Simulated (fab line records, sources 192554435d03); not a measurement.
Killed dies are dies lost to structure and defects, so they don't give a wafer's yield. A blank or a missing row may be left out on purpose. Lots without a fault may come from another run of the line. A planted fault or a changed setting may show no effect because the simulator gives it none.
Chamber matching | flow n5_finfet | N5_BEOL_M10_ETCH_65 on rie_diel-01: 4 sister chambers
The step etches SiARC in CF4, target depth 39 nm, time 65 s. 16 wafers are shown with their chamber, then 8 later ones without.

WAFERS WITH THEIR CHAMBER
wafer  | chamber | drypump_motor_current_A (A) | showerhead_plenum_p_Torr (Torr) | throttle_valve_pct (%)
L075.3 | 0       | 5.1                         | 2.14                            | 15.63
L075.4 | 3       | 6.1                         | 2.18                            | 15.35
L075.5 | 2       | 5.2                         | 2.05                            | 15.93
L079.2 | 2       | 5.2                         | 2.05                            | 15.93
L079.3 | 0       | 5.1                         | 2.14                            | 15.66
L079.4 | 1       | 5.3                         | 2.19                            | 15.49
L080.1 | 2       | 5.2                         | 2.05                            | 15.95
L080.2 | 1       | 5.3                         | 2.19                            | 15.51
L080.6 | 2       | 5.3                         | 2.05                            | 15.94
L083.1 | 3       | 6.1                         | 2.17                            | 15.38
L083.2 | 0       | 5.1                         | 2.13                            | 15.65
L083.5 | 1       | 5.3                         | 2.19                            | 15.51
L087.1 | 2       | 5.2                         | 2.04                            | 16.00
L087.5 | 2       | 5.2                         | 2.04                            | 16.00
L087.6 | 1       | 5.3                         | 2.19                            | 15.54
L092.3 | 3       | 6.1                         | 2.16                            | 15.43

SIGNATURES (means of the wafers above)
reading                  | chamber 0 | chamber 1 | chamber 2 | chamber 3 | scatter within a chamber
drypump_motor_current_A  | 5.100     | 5.300     | 5.217     | 6.100     | 0.0264
showerhead_plenum_p_Torr | 2.1367    | 2.1900    | 2.0467    | 2.1700    | 0.00577
throttle_valve_pct       | 15.6467   | 15.5125   | 15.9583   | 15.3867   | 0.0296
Rule: a wafer's distance from a chamber is the root of the sum, over the readings, of the square of ((its reading less the chamber's mean) divided by the reading's scatter). The wafer belongs to the nearest chamber; if the next one is less than 2 further off, it can't be placed. The scatter: the root of (the sum of the squares of (reading less its chamber's mean) over the shown wafers, divided by (wafers less chambers)).

WAFERS WITHOUT THEIR CHAMBER
wafer  | drypump_motor_current_A (A) | showerhead_plenum_p_Torr (Torr) | throttle_valve_pct (%)
L092.5 | 5.3                         | 2.18                            | 15.54
L092.6 | 5.1                         | 2.13                            | 15.71
L096.1 | 5.1                         | 2.12                            | 15.73
L096.2 | 5.3                         | 2.04                            | 16.02
L096.4 | 6.1                         | 2.16                            | 15.46
L097.1 | 5.3                         | 2.18                            | 15.59
L097.4 | 6.1                         | 2.16                            | 15.48
L097.6 | 5.3                         | 2.03                            | 16.01

WHICH CHAMBER EACH WENT THROUGH
wafer  | from the rows above | in truth
L092.5 | 1                   | 1
L092.6 | 0                   | 0
L096.1 | 0                   | 0
L096.2 | 2                   | 2
L096.4 | 3                   | 3
L097.1 | 1                   | 1
L097.4 | 3                   | 3
L097.6 | 2                   | 2
Placed correctly: 8 of 8. Can't be placed from these rows: 0. Placed wrongly: 0.
